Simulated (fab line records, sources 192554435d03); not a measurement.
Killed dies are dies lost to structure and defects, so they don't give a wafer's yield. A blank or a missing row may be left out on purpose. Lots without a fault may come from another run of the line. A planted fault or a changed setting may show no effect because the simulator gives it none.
A struck lot beside a sound one | flow n5_finfet | 17 steps out of a route of 1938
Sound: wafers L846.2, L846.3, L846.4. Struck: wafer L854.4. (L854.3, L854.6 of the same lot were not struck and are left out.) The cause comes at the end.
At each step with rows: each side's tool, then ch and its chambers, then its first start. Under that, the readings that differ: sound wafers | struck wafers | difference of the means | sigmas: that difference in standard deviations of wafers without a fault.
alike: readings whose means differ by less than 2 such deviations, and words and numbers that are the same on both sides. not compared: withheld readings, readings that some wafer has no value for, bounds like >300 that may hide the same value, and numbers for which the record gives no deviation and whose values overlap.
The two part at a step that has a row with sigmas, a row that says differs or no value, or rows on one side only. Numbers that don't overlap but have no deviation are shown without sigmas and don't part them. A reading that every wafer of one side lacks parts them only if that side has two wafers or more.

first, 4 steps without rows for these wafers: N5_BEOL_M2_ANNEAL_82 (time 240 s); N5_BEOL_M2_SPUTTER_86 (material Cu, target thk 4.5 nm, time 8.29 s); N5_BEOL_M2_ANNEAL_87 (time 240 s); N5_BEOL_M2_SPUTTER_88 (material Cu, target thk 4.5 nm, time 8.29 s).
N5_BEOL_M2_ANNEAL_89: time 240 s.
  sound on pvd_sputter-01, day 7 10:14; struck on pvd_sputter-02, day 9 22:29
  alike: heater_power_w
N5_BEOL_M2_SPUTTER_90: material Cu, target thk 4.5 nm, time 8.29 s.
  sound on pvd_sputter-01, day 7 10:23; struck on pvd_sputter-02, day 9 22:38
  alike: chuck_sensor_temp_C, throttle_valve_pct
N5_BEOL_M2_ANNEAL_91: time 240 s.
  sound on pvd_sputter-01, day 7 10:28; struck on pvd_sputter-02, day 9 22:43
  alike: heater_power_w
N5_BEOL_M2_SPUTTER_92: material Cu, target thk 4.5 nm, time 8.29 s.
  sound on pvd_sputter-01, day 7 10:36; struck on pvd_sputter-02, day 9 22:51
  alike: chuck_sensor_temp_C, throttle_valve_pct
then, 1 step without rows for these wafers: N5_BEOL_M2_ANNEAL_93 (time 240 s).
N5_BEOL_M2_SPUTTER_94: material Cu, target thk 4.5 nm, time 8.29 s.
  sound on pvd_sputter-01, day 7 10:49; struck on pvd_sputter-02, day 9 23:04
  reading                 | sound             | struck | difference | sigmas
  chuck_sensor_temp_C (C) | -16.5 -17.4 -17.1 | -15.5  | +1.5       | +2
  alike: throttle_valve_pct
then, 2 steps without rows for these wafers: N5_BEOL_M2_ANNEAL_95 (time 240 s); N5_BEOL_M2_SPUTTER_96 (material Cu, target thk 4.5 nm, time 8.29 s).
N5_BEOL_M2_ECD_50: material Cu, target thk 300 nm.
  sound on ecd_cu-02 ch 0,1, day 7 11:10; struck on ecd_cu-02 ch 0, day 9 23:26
  reading                                | sound             | struck | difference | sigmas
  model.Cu_of_BEOL_M2_ECD_50.thk_nm (nm) | 296.4 304.6 297.4 | 481.2  | +181.7     |
then, 1 step without rows for these wafers: N5_BEOL_M2_ANNEAL_51 (time 90 s).
N5_BEOL_M2_CMP_52: polishes, stops on SiOC, t overpolish 6.8 s, target thk 40 nm.
  sound on cmp-04 ch 0,1,3, day 7 11:32; struck on cmp-01 ch 0, day 10 00:29
  reading                | sound          | struck | difference | sigmas
  time_to_endpoint_s (s) | 64.3 61.8 62.9 | 100.0  | +37.0      | +17
  alike: motor_current_A
N5_BEOL_M2_THK_MEAS_53: measures by xrf.
  sound on film_metro-02, day 7 11:50; struck on film_metro-02, day 10 00:47
  reading     | sound          | struck | difference | sigmas
  M2_THK (nm) | 38.0 37.6 38.6 | 40.9   | +2.8       | +2
N5_BEOL_M4_RC_MEAS_101:
  sound on prober-02 ch 0, day 8 20:32; struck on prober-02 ch 0, day 11 08:16
  alike: DIBL_N, DIBL_P, IOFF_N, IOFF_P, ION_N, ION_P, SS_N, SS_P, VT_N, VT_P

WHERE THEY PART
First at N5_BEOL_M2_SPUTTER_94; last, within this record, at N5_BEOL_M2_THK_MEAS_53. Later steps at which nothing parts them and some readings are alike: N5_BEOL_M4_RC_MEAS_101.

WHY: what the simulator had put in
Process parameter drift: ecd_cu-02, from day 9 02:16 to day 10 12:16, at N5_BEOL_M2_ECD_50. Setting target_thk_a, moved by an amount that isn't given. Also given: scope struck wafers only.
